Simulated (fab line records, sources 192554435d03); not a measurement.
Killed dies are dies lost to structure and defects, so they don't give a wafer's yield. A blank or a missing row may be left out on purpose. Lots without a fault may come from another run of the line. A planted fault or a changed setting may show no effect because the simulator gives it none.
Chamber matching | flow n5_finfet | N5_FIN_CUT_DESCUM_13 on rie_diel-02: 4 sister chambers
The step chemistry O2, time 7 s. 4 wafers are shown with their chamber, then 10 later ones without.

WAFERS WITH THEIR CHAMBER
wafer  | chamber | showerhead_plenum_p_Torr (Torr)
L077.1 | 3       | 1.96
L082.6 | 2       | 2.19
L090.1 | 0       | 2.12
L090.5 | 1       | 2.12

WAFERS WITHOUT THEIR CHAMBER
wafer  | showerhead_plenum_p_Torr (Torr)
L090.6 | 2.12
L091.1 | 2.11
L091.2 | 2.19
L091.4 | 2.19
L093.2 | 2.11
L093.4 | 2.19
L093.6 | 2.11
L096.1 | 2.22
L096.3 | 2.19
L096.4 | 2.11

WHICH CHAMBER EACH WENT THROUGH
wafer  | from the rows above     | in truth
L090.6 | can't be placed: 0 or 1 | 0
L091.1 | can't be placed: 0 or 1 | 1
L091.2 | 2                       | 2
L091.4 | 2                       | 2
L093.2 | can't be placed: 0 or 1 | 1
L093.4 | 2                       | 2
L093.6 | can't be placed: 0 or 1 | 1
L096.1 | 2                       | 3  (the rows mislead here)
L096.3 | 2                       | 2
L096.4 | can't be placed: 0 or 1 | 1
Placed correctly: 4 of 10. Can't be placed from these rows: 5 (the true chamber is among the candidates in 5). Placed wrongly: 1.
How it was worked out, from the rows above alone: a wafer's distance from a chamber is the root of the sum, over the readings, of the square of ((its reading less the chamber's mean) divided by the reading's scatter). The wafer belongs to the nearest chamber; if the next one is less than 2 further off, it can't be placed. A chamber's mean is the mean of its shown wafers. The scatter: with one shown wafer a chamber, the root of the mean of the squares of how far each hidden wafer lies from its nearest shown one.
